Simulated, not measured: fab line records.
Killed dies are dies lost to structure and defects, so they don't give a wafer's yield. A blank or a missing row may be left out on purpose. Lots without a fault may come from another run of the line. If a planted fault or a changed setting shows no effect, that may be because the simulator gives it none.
Which of the tools did it? / flow nand harc / at 1 step of a route of 1302, 6 lots with 18 wafers sampled

WHAT THE GAUGES READ, wafer by wafer
NHARC_A_ONON_D1_THK_MEAS_34: measures by ellipsometry.
lot=L229; measured=day 8 17:31; on=film metro-01; thk nm (nm)=202.4 200.1 201.7
lot=L236; measured=day 12 00:05; on=film metro-02; thk nm (nm)=201.7 200.6 204.2
lot=L244; measured=day 14 14:40; on=film metro-01; thk nm (nm)=197.0 197.8 202.9
lot=L248; measured=day 16 12:12; on=film metro-02; thk nm (nm)=198.7 198.0 198.4
lot=L249; measured=day 17 02:24; on=film metro-01; thk nm (nm)=203.2 198.6 202.2
lot=L251; measured=day 17 18:49; on=film metro-02; thk nm (nm)=195.8 196.3 203.4

WHAT TOOL EACH LOT RAN ON (gives the tool, then ch and the chambers of the sampled wafers, and finally the start)
Record: no process step prior to these readings.

THE ANSWER, worked out from the rows above alone
Rule: the usual values come from the lots themselves. Put in order of their means at a reading, lots are off if they are a third of the lots or fewer, leave a main group of 4 or more, and stand apart from it by a gap of 3 or more times the standard deviation of the main group's means; of several such gaps the widest counts. If all means in a main group match to the digits the tables above print for the reading, that group is not used. A lot without any number at a reading at which 4 lots or more have one is off too. All remaining lots with rows at the step are treated as sound.
None of the lots is off at any reading shown; this tells nothing.

WHAT THE SIMULATOR PUT IN
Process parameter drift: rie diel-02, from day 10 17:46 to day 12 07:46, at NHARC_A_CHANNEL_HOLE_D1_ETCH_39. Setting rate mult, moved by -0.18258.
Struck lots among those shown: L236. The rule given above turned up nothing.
